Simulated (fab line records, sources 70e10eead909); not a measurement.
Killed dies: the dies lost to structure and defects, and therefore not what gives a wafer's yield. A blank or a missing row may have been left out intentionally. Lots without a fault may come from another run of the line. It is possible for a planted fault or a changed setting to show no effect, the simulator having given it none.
Which tool is to blame? + flow nand harc + 13 lots with 38 wafers sampled at 6 steps, on a route of 1159 steps

## WHAT EACH GAUGE READ, for each wafer
NHARC_P_BONDPAD_INSPECT_23. Usual: raw defect count at 335, with a standard deviation of 120.
| lot  | measured     | on                | raw defect count | flag |
|------|--------------|-------------------|------------------|------|
| L666 | day 6 22:57  | defect inspect-02 | 345 272 323      |      |
| L665 | day 7 04:34  | defect inspect-01 | 241 277 281      |      |
| L667 | day 7 04:37  | defect inspect-02 | 396 373 446      |      |
| L668 | day 7 05:40  | defect inspect-02 | 253 295 229      |      |
| L669 | day 7 09:53  | defect inspect-01 | 267 305 236      |      |
| L670 | day 7 10:38  | defect inspect-02 | 224 161 159      |      |
| L674 | day 9 02:07  | defect inspect-01 | 395 588          |      |
| L680 | day 10 07:07 | defect inspect-01 | 825 339 267      |      |
| L681 | day 10 22:25 | defect inspect-01 | 365 401 375      |      |
| L682 | day 11 08:20 | defect inspect-02 | 300 483 348      |      |
| L683 | day 11 10:12 | defect inspect-01 | 302 376 499      |      |
| L686 | day 11 16:57 | defect inspect-02 | 388 322 207      |      |
| L687 | day 11 17:58 | defect inspect-02 | 195 220 215      |      |

NHARC_A_ZERO_WELL_INSPECT_17. Usual: raw defect count at 10, with a standard deviation of 5.5.
| lot  | measured     | on                | raw defect count | flag |
|------|--------------|-------------------|------------------|------|
| L666 | day 7 01:43  | defect inspect-01 | 5 11 11          |      |
| L665 | day 7 07:20  | defect inspect-01 | 18 9 4           |      |
| L667 | day 7 07:49  | defect inspect-01 | 5 4 5            |      |
| L668 | day 7 08:31  | defect inspect-01 | 16 27 12         |      |
| L669 | day 7 12:46  | defect inspect-01 | 12 19 9          |      |
| L670 | day 7 13:25  | defect inspect-02 | 14 7 12          |      |
| L674 | day 9 04:53  | defect inspect-02 | 13 8             |      |
| L680 | day 10 10:11 | defect inspect-02 | 19 8 9           |      |
| L681 | day 11 01:25 | defect inspect-02 | 4 2 9            |      |
| L682 | day 11 11:06 | defect inspect-02 | 15 5 8           |      |
| L683 | day 11 13:01 | defect inspect-02 | 10 9 10          |      |
| L686 | day 11 19:47 | defect inspect-02 | 27 10 14         |      |
| L687 | day 11 20:38 | defect inspect-02 | 3 11 2           |      |

NHARC_A_ONON_D1_THK_MEAS_08: measures by ellipsometry. Usual: thk nm at 999 nm, with a standard deviation of 13.
| lot  | measured     | on            | thk nm (nm)    | flag |
|------|--------------|---------------|----------------|------|
| L666 | day 8 00:29  | film metro-02 | 986 984 983    |      |
| L665 | day 8 06:10  | film metro-01 | 987 985 985    |      |
| L667 | day 8 06:08  | film metro-02 | 984 986 984    |      |
| L668 | day 8 06:10  | film metro-02 | 1012 1009 1010 |      |
| L669 | day 8 11:05  | film metro-02 | 994 994 995    |      |
| L670 | day 8 11:05  | film metro-01 | 1001 998 1000  |      |
| L674 | day 10 03:02 | film metro-02 | 996 1357       | OFF  |
| L680 | day 11 08:35 | film metro-01 | 1006 1362 1364 | OFF  |
| L681 | day 12 01:25 | film metro-02 | 996 995 993    |      |
| L682 | day 12 10:10 | film metro-02 | 990 991 991    |      |
| L683 | day 12 10:02 | film metro-01 | 994 995 993    |      |
| L686 | day 12 17:53 | film metro-02 | 993 996 995    |      |
| L687 | day 12 17:52 | film metro-01 | 1017 1016 1017 |      |

NHARC_A_ONON_D1_THK_MEAS_21: measures by ellipsometry. Usual: thk nm at 1002 nm, with a standard deviation of 9.8.
| lot  | measured     | on            | thk nm (nm)    | flag |
|------|--------------|---------------|----------------|------|
| L666 | day 8 09:16  | film metro-01 | 996 995 996    |      |
| L665 | day 8 15:53  | film metro-02 | 1015 1014 1014 |      |
| L667 | day 8 15:54  | film metro-01 | 979 977 978    |      |
| L668 | day 8 15:53  | film metro-01 | 985 986 985    |      |
| L669 | day 8 20:55  | film metro-02 | 1001 999 1001  |      |
| L670 | day 8 20:52  | film metro-02 | 1002 1000 1004 |      |
| L674 | day 10 12:51 | film metro-01 | 988 991        |      |
| L680 | day 11 17:24 | film metro-01 | 990 992 992    |      |
| L681 | day 12 12:17 | film metro-01 | 1001 1000 1000 |      |
| L682 | day 12 19:02 | film metro-02 | 1005 1004 1005 |      |
| L683 | day 12 19:01 | film metro-02 | 1004 1001 1004 |      |
| L686 | day 13 03:03 | film metro-02 | 1013 1013 1012 |      |
| L687 | day 13 03:03 | film metro-01 | 1005 1005 1002 |      |

NHARC_END_SORT_01. Usual: killed at array 28, standard deviation 10; killed at other 0.6, standard deviation 0.85; killed at periphery 3.3, standard deviation 2.3; killed dies 32, standard deviation 11; killed open 3.3, standard deviation 1.5; killed short 2.1, standard deviation 1.4.
| lot  | measured     | on        | killed at array | killed at other | killed at periphery | killed dies | killed open | killed short | flag |
|------|--------------|-----------|-----------------|-----------------|---------------------|-------------|-------------|--------------|------|
| L680 | day 23 09:38 | prober-02 | 30              | 0               | 2                   | 32          | 2           | 1            |      |
| L681 | day 23 19:02 | prober-02 | 32 44 42        | 2 0 0           | 7 4 5               | 41 48 47    | 2 4 3       | 4 1 1        |      |
| L682 | day 24 05:13 | prober-02 | 59 51 43        | 0 0 1           | 1 0 4               | 60 51 48    | 3 1 5       | 1 2 2        |      |
| L683 | day 24 02:49 | prober-01 | 38 38 46        | 1 0 1           | 2 2 4               | 41 40 51    | 2 2 6       | 4 0 2        |      |
| L686 | day 23 18:14 | prober-01 | 24 28 22        | 0 2 0           | 4 1 3               | 28 31 25    | 2 4 1       | 1 2 1        |      |
| L687 | day 24 09:02 | prober-01 | 14 13 11        | 0 1 0           | 2 0 1               | 16 14 12    | 4 0 2       | 0 2 2        |      |

## EACH LOT AND THE TOOL THAT RAN IT (in order: tool; ch and the chambers of the sampled wafers; start)
| lot  | NHARC_A_ONON_D1_DEP_06           |
|------|----------------------------------|
| L666 | pecvd onon-02 ch 0, day 8 00:01  |
| L665 | pecvd onon-04 ch 0, day 8 05:43  |
| L667 | pecvd onon-02 ch 0, day 8 05:41  |
| L668 | pecvd onon-03 ch 0, day 8 05:43  |
| L669 | pecvd onon-02 ch 0, day 8 10:38  |
| L670 | pecvd onon-04 ch 0, day 8 10:34  |
| L674 | pecvd onon-02 ch 0, day 10 02:32 |
| L680 | pecvd onon-02 ch 0, day 11 08:05 |
| L681 | pecvd onon-04 ch 0, day 12 01:00 |
| L682 | pecvd onon-03 ch 0, day 12 09:46 |
| L683 | pecvd onon-04 ch 0, day 12 09:38 |
| L686 | pecvd onon-04 ch 0, day 12 17:25 |
| L687 | pecvd onon-03 ch 0, day 12 17:22 |
- NHARC_A_ONON_D1_DEP_06: target thk 1000 nm.

## WHAT THE TOOLS THEMSELVES READ (means of the sampled wafers that have a number; where no wafer has one, the mark that the record gives instead)
The record holds no such reading with a usual standard deviation.

## THE ANSWER, worked out from the rows above alone
Rule: a lot counts as off when the mean over its wafers that have a number is more than 3 standard deviations away from the usual mean. A lot without any number at a reading at which 4 lots or more have one is off too. Where the step has rows for the other lots, those lots are counted as sound. Order of review: gauges by route order, followed by the tools' own readings, for which a lot's mean as printed above is used. The first step at which some lot is off is used, and at that step the reading that is off furthest; a lot without a number counts as furthest.
Off: L674, L680, at NHARC_A_ONON_D1_THK_MEAS_08 (thk nm).
A tool fits if, at a process step before that reading, it ran every lot that is off, and no sound lot after the first of them. Gauges at NHARC_A_ONON_D1_THK_MEAS_08: tried the same way as those tools. One candidate fits, namely pecvd onon-02 at NHARC_A_ONON_D1_DEP_06. A fault onset in the window from L669 (day 8 10:38, its last sound lot) to L674 (day 10 02:32, its first lot off) fits.

## WHAT THE SIMULATOR HAD INSERTED
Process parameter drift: pecvd onon-02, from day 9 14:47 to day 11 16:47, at NHARC_A_ONON_D1_DEP_06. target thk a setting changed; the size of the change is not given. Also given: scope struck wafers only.
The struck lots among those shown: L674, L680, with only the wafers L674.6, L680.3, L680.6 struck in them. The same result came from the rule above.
